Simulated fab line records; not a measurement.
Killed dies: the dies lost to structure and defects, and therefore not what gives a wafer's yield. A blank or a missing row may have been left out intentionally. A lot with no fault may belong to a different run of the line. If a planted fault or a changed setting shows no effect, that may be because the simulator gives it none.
Chamber matching + flow n5-finfet + N5_FIN_SAQP_STRIP_77 on rie-diel-04 has 4 sister chambers
The step strips in N2/H2, time 90 s. 4 wafers are shown with their chamber, then 9 later ones without.

## WAFERS PAIRED WITH THEIR CHAMBERS
| wafer  | chamber | showerhead-plenum-p-Torr (Torr) |
|--------|---------|---------------------------------|
| L075.6 | 3       | 3.51                            |
| L086.6 | 0       | 3.22                            |
| L087.4 | 2       | 3.48                            |
| L087.6 | 1       | 3.40                            |

## WAFERS WITH NO CHAMBER GIVEN
| wafer  | showerhead-plenum-p-Torr (Torr) |
|--------|---------------------------------|
| L088.1 | 3.50                            |
| L088.4 | 3.22                            |
| L088.6 | 3.50                            |
| L090.2 | 3.21                            |
| L090.3 | 3.47                            |
| L090.5 | 3.40                            |
| L096.1 | 3.21                            |
| L096.2 | 3.46                            |
| L096.6 | 3.46                            |

## THE CHAMBER EACH PASSED THROUGH
| wafer  | from the rows above     | in truth |
|--------|-------------------------|----------|
| L088.1 | can't be placed: 3 or 2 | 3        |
| L088.4 | 0                       | 0        |
| L088.6 | can't be placed: 3 or 2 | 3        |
| L090.2 | 0                       | 0        |
| L090.3 | 2                       | 2        |
| L090.5 | 1                       | 1        |
| L096.1 | 0                       | 0        |
| L096.2 | 2                       | 2        |
| L096.6 | 2                       | 2        |
Correctly placed: 7 of 9. Not placeable from these rows: 2 (in 2, the candidates include the true chamber). Wrongly placed: 0.
How it was worked out, from the rows above alone: a wafer's distance from a chamber is the root of the sum, over the readings, of the square of ((its reading less the chamber's mean) divided by the reading's scatter). If the next closest chamber is less than 2 further off than the closest, the wafer can't be placed; otherwise it belongs to the closest. The mean given for a chamber averages the wafers shown for that chamber. The scatter (one wafer shown for each chamber): square how far every hidden wafer sits from the nearest shown wafer, average those squares and take the square root.
